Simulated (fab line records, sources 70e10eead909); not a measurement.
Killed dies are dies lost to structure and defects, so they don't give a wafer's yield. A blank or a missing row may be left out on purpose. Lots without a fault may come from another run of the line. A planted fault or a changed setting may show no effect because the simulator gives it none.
Chamber matching | flow nand_harc | NHARC_A_CHANNEL_FILL_D1_CMP_10 on cmp-03: 4 sister chambers
The step polishes, target thk 150 nm. 4 wafers are shown with their chamber, then 9 later ones without.

WAFERS WITH THEIR CHAMBER
wafer  | chamber | motor_current_A (A)
L088.2 | 0       | 9.6
L089.2 | 2       | 11.6
L089.4 | 3       | 15.4
L089.5 | 1       | 10.7

WAFERS WITHOUT THEIR CHAMBER
wafer  | motor_current_A (A)
L090.1 | 11.5
L090.2 | 11.1
L090.6 | 11.3
L094.1 | 9.9
L094.3 | 14.4
L094.6 | 10.5
L097.1 | 10.7
L097.2 | 9.3
L097.6 | 10.7

WHICH CHAMBER EACH WENT THROUGH
wafer  | from the rows above     | in truth
L090.1 | can't be placed: 2 or 1 | 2
L090.2 | can't be placed: 1 or 2 | 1
L090.6 | can't be placed: 2 or 1 | 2
L094.1 | can't be placed: 0 or 1 | 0
L094.3 | 3                       | 3
L094.6 | can't be placed: 1 or 0 | 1
L097.1 | 1                       | 1
L097.2 | 0                       | 0
L097.6 | 1                       | 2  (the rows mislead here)
Placed correctly: 3 of 9. Can't be placed from these rows: 5 (the true chamber is among the candidates in 5). Placed wrongly: 1.
How it was worked out, from the rows above alone: a wafer's distance from a chamber is the root of the sum, over the readings, of the square of ((its reading less the chamber's mean) divided by the reading's scatter). The wafer belongs to the nearest chamber; if the next one is less than 2 further off, it can't be placed. A chamber's mean is the mean of its shown wafers. The scatter: with one shown wafer a chamber, the root of the mean of the squares of how far each hidden wafer lies from its nearest shown one.
